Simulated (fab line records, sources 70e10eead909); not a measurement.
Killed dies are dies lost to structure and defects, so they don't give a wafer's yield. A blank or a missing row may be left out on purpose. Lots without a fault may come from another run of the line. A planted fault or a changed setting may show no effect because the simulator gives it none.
Chamber matching | flow nand_harc | NHARC_P_CONTACT_CMP_01 on cmp-04: 4 sister chambers
The step polishes SiO2, target thk 200 nm. 22 wafers are shown with their chamber, then 11 later ones without.

WAFERS WITH THEIR CHAMBER
wafer  | chamber | motor_current_A (A)
L076.1 | 3       | 10.3
L076.4 | 1       | 13.6
L076.6 | 2       | 11.6
L076.2 | 0       | 12.4
L076.3 | 2       | 11.4
L076.5 | 1       | 13.9
L077.1 | 1       | 13.7
L077.2 | 3       | 10.7
L077.3 | 2       | 11.4
L078.2 | 3       | 10.7
L078.4 | 2       | 11.6
L078.6 | 0       | 12.7
L082.2 | 3       | 11.2
L082.4 | 1       | 13.7
L082.6 | 1       | 13.9
L083.2 | 0       | 12.3
L083.5 | 0       | 12.8
L083.6 | 1       | 13.3
L083.1 | 1       | 13.6
L083.3 | 2       | 11.3
L083.4 | 3       | 11.1
L084.3 | 1       | 14.1

SIGNATURES (means of the wafers above)
reading         | chamber 0 | chamber 1 | chamber 2 | chamber 3 | scatter within a chamber
motor_current_A | 12.550    | 13.725    | 11.460    | 10.800    | 0.256
Rule: a wafer's distance from a chamber is the root of the sum, over the readings, of the square of ((its reading less the chamber's mean) divided by the reading's scatter). The wafer belongs to the nearest chamber; if the next one is less than 2 further off, it can't be placed. The scatter: the root of (the sum of the squares of (reading less its chamber's mean) over the shown wafers, divided by (wafers less chambers)).

WAFERS WITHOUT THEIR CHAMBER
wafer  | motor_current_A (A)
L084.5 | 10.8
L084.6 | 12.7
L085.1 | 11.5
L085.5 | 10.9
L085.6 | 13.7
L090.2 | 10.4
L090.3 | 11.3
L090.4 | 13.2
L095.2 | 11.4
L095.3 | 11.9
L095.5 | 10.6

WHICH CHAMBER EACH WENT THROUGH
wafer  | from the rows above     | in truth
L084.5 | 3                       | 3
L084.6 | 0                       | 0
L085.1 | 2                       | 2
L085.5 | can't be placed: 3 or 2 | 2
L085.6 | 1                       | 1
L090.2 | 3                       | 3
L090.3 | can't be placed: 2 or 3 | 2
L090.4 | can't be placed: 1 or 0 | 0
L095.2 | 2                       | 2
L095.3 | can't be placed: 2 or 0 | 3
L095.5 | 3                       | 3
Placed correctly: 7 of 11. Can't be placed from these rows: 4 (the true chamber is among the candidates in 3). Placed wrongly: 0.
